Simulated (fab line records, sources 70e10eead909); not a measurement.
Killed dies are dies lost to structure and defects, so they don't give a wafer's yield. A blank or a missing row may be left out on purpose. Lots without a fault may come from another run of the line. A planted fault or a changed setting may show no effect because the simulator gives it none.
Chamber matching | flow nand_harc | NHARC_A_STAIRCASE_DEP_301 on pecvd-03: 3 sister chambers
The step deposits SiON, target thk 30 nm. 6 wafers are shown with their chamber, then 7 later ones without.

WAFERS WITH THEIR CHAMBER
wafer  | chamber | showerhead_vpp_V (V) | rf_fwd_power_W (W)
L651.2 | 0       | 1087                 | 346.7
L653.1 | 2       | 1191                 | 346.6
L653.2 | 1       | 1122                 | 348.5
L653.5 | 2       | 1197                 | 348.3
L654.2 | 0       | 1089                 | 347.6
L654.3 | 1       | 1104                 | 347.8

WAFERS WITHOUT THEIR CHAMBER
wafer  | showerhead_vpp_V (V) | rf_fwd_power_W (W)
L654.6 | 1101                 | 348.1
L659.4 | 1084                 | 348.4
L659.5 | 1116                 | 348.3
L659.6 | 1182                 | 344.9
L660.1 | 1101                 | 350.3
L660.2 | 1095                 | 348.2
L660.5 | 1062                 | 348.0

WHICH CHAMBER EACH WENT THROUGH
wafer  | from the rows above     | in truth
L654.6 | can't be placed: 1 or 0 | 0
L659.4 | 0                       | 0
L659.5 | 1                       | 1
L659.6 | 2                       | 2
L660.1 | can't be placed: 1 or 0 | 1
L660.2 | can't be placed: 0 or 1 | 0
L660.5 | 0                       | 0
Placed correctly: 4 of 7. Can't be placed from these rows: 3 (the true chamber is among the candidates in 3). Placed wrongly: 0.
How it was worked out, from the rows above alone: a wafer's distance from a chamber is the root of the sum, over the readings, of the square of ((its reading less the chamber's mean) divided by the reading's scatter). The wafer belongs to the nearest chamber; if the next one is less than 2 further off, it can't be placed. A chamber's mean is the mean of its shown wafers. The scatter: the root of (the sum of the squares of (reading less its chamber's mean) over the shown wafers, divided by (wafers less chambers)).
